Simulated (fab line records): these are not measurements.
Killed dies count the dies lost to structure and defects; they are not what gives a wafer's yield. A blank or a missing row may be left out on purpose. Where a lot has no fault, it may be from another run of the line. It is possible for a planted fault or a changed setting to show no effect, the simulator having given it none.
Chamber matching || flow nand_harc || cmp-02 running NHARC_A_DECK1_JOINT_CMP_02: 4 sister chambers
The step polishes SiOx. 8 wafers are shown with their chamber, then 10 later ones without.

WAFERS, EACH WITH ITS CHAMBER
{"wafer": "L087.3", "chamber": 2, "motor_current_A (A)": 13.8, "slurry_filter_dp_kPa (kPa)": 13.48}
{"wafer": "L087.4", "chamber": 1, "motor_current_A (A)": 10.6, "slurry_filter_dp_kPa (kPa)": 13.68}
{"wafer": "L087.6", "chamber": 2, "motor_current_A (A)": 13.4, "slurry_filter_dp_kPa (kPa)": 13.46}
{"wafer": "L089.3", "chamber": 3, "motor_current_A (A)": 11.8, "slurry_filter_dp_kPa (kPa)": 13.75}
{"wafer": "L089.4", "chamber": 1, "motor_current_A (A)": 10.9, "slurry_filter_dp_kPa (kPa)": 13.59}
{"wafer": "L089.6", "chamber": 3, "motor_current_A (A)": 11.9, "slurry_filter_dp_kPa (kPa)": 13.56}
{"wafer": "L092.4", "chamber": 0, "motor_current_A (A)": 10.7, "slurry_filter_dp_kPa (kPa)": 13.54}
{"wafer": "L092.5", "chamber": 0, "motor_current_A (A)": 11.2, "slurry_filter_dp_kPa (kPa)": 13.66}

WAFERS WITH NO CHAMBER GIVEN
{"wafer": "L092.6", "motor_current_A (A)": 11.8, "slurry_filter_dp_kPa (kPa)": 13.58}
{"wafer": "L094.1", "motor_current_A (A)": 12.3, "slurry_filter_dp_kPa (kPa)": 13.66}
{"wafer": "L094.2", "motor_current_A (A)": 11.7, "slurry_filter_dp_kPa (kPa)": 13.15}
{"wafer": "L094.3", "motor_current_A (A)": 10.8, "slurry_filter_dp_kPa (kPa)": 13.54}
{"wafer": "L095.4", "motor_current_A (A)": 11.1, "slurry_filter_dp_kPa (kPa)": 13.77}
{"wafer": "L095.5", "motor_current_A (A)": 11.4, "slurry_filter_dp_kPa (kPa)": 13.76}
{"wafer": "L095.6", "motor_current_A (A)": 12.5, "slurry_filter_dp_kPa (kPa)": 13.37}
{"wafer": "L097.2", "motor_current_A (A)": 11.0, "slurry_filter_dp_kPa (kPa)": 13.60}
{"wafer": "L097.3", "motor_current_A (A)": 11.0, "slurry_filter_dp_kPa (kPa)": 13.36}
{"wafer": "L097.5", "motor_current_A (A)": 11.3, "slurry_filter_dp_kPa (kPa)": 13.45}

WHICH CHAMBER EACH WENT THROUGH
{"wafer": "L092.6", "from the rows above": 3, "in truth": 3}
{"wafer": "L094.1", "from the rows above": 3, "in truth": 3}
{"wafer": "L094.2", "from the rows above": "can't be placed: 3 or 0 or 1", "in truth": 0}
{"wafer": "L094.3", "from the rows above": "can't be placed: 0 or 1", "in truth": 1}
{"wafer": "L095.4", "from the rows above": "can't be placed: 0 or 1 or 3", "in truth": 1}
{"wafer": "L095.5", "from the rows above": "can't be placed: 3 or 0 or 1", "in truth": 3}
{"wafer": "L095.6", "from the rows above": "can't be placed: 3 or 2", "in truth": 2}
{"wafer": "L097.2", "from the rows above": "can't be placed: 0 or 1", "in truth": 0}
{"wafer": "L097.3", "from the rows above": "can't be placed: 0 or 1", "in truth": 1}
{"wafer": "L097.5", "from the rows above": "can't be placed: 0 or 1 or 3", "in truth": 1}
Correct placement for 2 of the 10. From these rows, 8 cannot be placed; in 8 the true chamber is one of the candidates. Number placed wrongly: 0.
How it was worked out, from the rows above alone: a wafer's distance from a chamber is the root of the sum, over the readings, of the square of ((its reading less the chamber's mean) divided by the reading's scatter). If the next closest chamber is less than 2 further off than the closest, the wafer can't be placed; otherwise it belongs to the closest. The mean given for a chamber averages the wafers shown for that chamber. The scatter is the square root of a quotient: the sum, over the shown wafers, of each reading's squared deviation from its chamber's mean, divided by wafers minus chambers.
